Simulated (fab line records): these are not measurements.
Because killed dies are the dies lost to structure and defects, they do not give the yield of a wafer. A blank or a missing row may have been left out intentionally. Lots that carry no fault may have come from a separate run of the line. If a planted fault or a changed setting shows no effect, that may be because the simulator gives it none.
Chamber matching ; flow n5Finfet ; N5_BEOL_M1_VIA_ETCH_34 on rieDiel-02: 4 sister chambers
The step etches the open film in C4F6/O2, target depth 67.8 nm, time 64.4 s. 16 wafers are shown with their chamber, then 8 later ones without.

EACH WAFER AND ITS CHAMBER
wafer;chamber;drypumpMotorCurrentA (A);throttleValvePct (%);showerheadPlenumPTorr (Torr)
L074.4;0;5.9;31.19;2.72
L074.5;1;5.2;30.31;2.73
L074.6;2;5.8;30.57;2.92
L078.1;1;5.1;30.31;2.73
L078.3;3;6.4;30.66;2.81
L078.6;3;6.4;30.68;2.81
L087.2;0;5.9;31.24;2.71
L087.5;0;5.9;31.24;2.71
L087.6;1;5.2;30.33;2.72
L088.3;2;5.8;30.60;2.91
L088.4;0;5.9;31.24;2.70
L088.6;3;6.4;30.70;2.80
L089.3;1;5.2;30.33;2.72
L089.4;2;5.8;30.61;2.91
L089.6;1;5.2;30.33;2.72
L090.2;1;5.2;30.34;2.72

SIGNATURES (averages over the wafers above)
reading;chamber 0;chamber 1;chamber 2;chamber 3;scatter within a chamber
drypumpMotorCurrentA;5.900;5.183;5.800;6.400;0.0264
throttleValvePct;31.2275;30.3250;30.5933;30.6800;0.0189
showerheadPlenumPTorr;2.7100;2.7233;2.9133;2.8067;0.00624
Rule: a wafer's distance from a chamber is the root of the sum, over the readings, of the square of ((its reading less the chamber's mean) divided by the reading's scatter). The wafer belongs to the nearest chamber; if the next one is less than 2 further off, it can't be placed. The scatter is the square root of a quotient: the sum, over the shown wafers, of each reading's squared deviation from its chamber's mean, divided by wafers minus chambers.

WAFERS MISSING THEIR CHAMBER
wafer;drypumpMotorCurrentA (A);throttleValvePct (%);showerheadPlenumPTorr (Torr)
L090.4;5.8;30.62;2.90
L090.6;6.4;30.70;2.79
L093.1;5.2;30.34;2.72
L093.2;6.4;30.69;2.79
L093.5;6.4;30.71;2.79
L096.1;5.8;30.63;2.90
L096.2;5.9;31.27;3.04
L096.3;5.2;30.37;2.71

WHICH CHAMBER EACH WENT THROUGH
wafer;from the rows above;in truth
L090.4;2;2
L090.6;3;3
L093.1;1;1
L093.2;3;3
L093.5;3;3
L096.1;2;2
L096.2;2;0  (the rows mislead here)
L096.3;1;1
Placed correctly: 7 of 8. Number that these rows cannot place: 0. Wrongly placed: 1.
